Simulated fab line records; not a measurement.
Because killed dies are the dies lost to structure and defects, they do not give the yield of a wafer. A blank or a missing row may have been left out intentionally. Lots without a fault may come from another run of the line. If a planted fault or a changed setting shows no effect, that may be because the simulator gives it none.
Problem report in the 8D (eight disciplines) form, filled by code ; flow n5Finfet ; the parts of the form that need people (team, actions taken, sign-off) are left out

1. WHAT WENT WRONG
At N5_BEOL_M3_COAT_61, spinSpeedRpm averages 1565.1 rpm over 6 wafers from 2 lots, while fault-free wafers read 1499.8 rpm, standard deviation 0.85. Measured from the usual mean, that is +77 standard deviations.
The step: time 60 s, resist thk 60 nm.
First observed at day 11 01:46: wafer L494.1, on lithoTrack-03. The record holds 12 wafers of 4 lots with a number at this step. Rule for "out" (also "out of limits"): further than 4 standard deviations from the usual mean. Any other wafer with a number is counted as sound.

2. WHAT THIS IS AND IS NOT
question;is;is not
which readings at this step;spinSpeedRpm;-
which lots;L494, L495;L486, L488
which wafers of those lots;all that have a number;-
read on which tools;lithoTrack-03;lithoTrack-04
when;from day 11 01:46;"up to then (3 sound wafers); but 3 sound wafers of L488 came after"

3. SUSPECTS, AND WHAT RULES EACH OUT
Counting: a tool at any process step up to the reading remains a suspect when it ran all the lots that are out and ran no sound lot after the first of those.
- lithoTrack-03 at N5_BEOL_M3_COAT_61 (time 60 s, resist thk 60 nm): kept. Every lot that is out went through it, starting with L494 (day 11 01:46), and after that it ran no sound lot; the last sound lot it ran before then is L486 (day 9 18:05). On those wafers its own readings are out: spinSpeedRpm.
Remaining after the count: lithoTrack-03 at N5_BEOL_M3_COAT_61.

4. THE CAUSE (what the simulator had put in)
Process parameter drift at N5_BEOL_M3_COAT_61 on lithoTrack-03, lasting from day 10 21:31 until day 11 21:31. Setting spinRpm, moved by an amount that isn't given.
Only this tool survived the counting.

5. THE EFFECT CHAIN, in route order
Rows list readings where the struck wafers' mean (over those with a number) sits beyond 3 standard deviations from the usual. Only readings for which the record gives a usual standard deviation are gone through. hours: the time from each lot's start at the first step in this table that gives one to its start at this step, as a median over the lots. sigmas: the change in usual standard deviations.
hours;step;reading;usual;on struck wafers;change;sigmas
0;N5_BEOL_M3_COAT_61;spinSpeedRpm;1499.8 rpm;1565.1;+65.3;+77
Process steps it contains:
- N5_BEOL_M3_COAT_61: time 60 s, resist thk 60 nm.
Later measuring or inspecting steps at which every struck wafer that the step has a row for has a number for every such reading, and none has moved that far: N5_BEOL_M4_RC_MEAS_101.

6. WHAT WOULD HAVE CAUGHT IT SOONER
4 hours passed between the start of the fault at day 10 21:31 and the first reading out of limits in this record, taken at day 11 01:46.
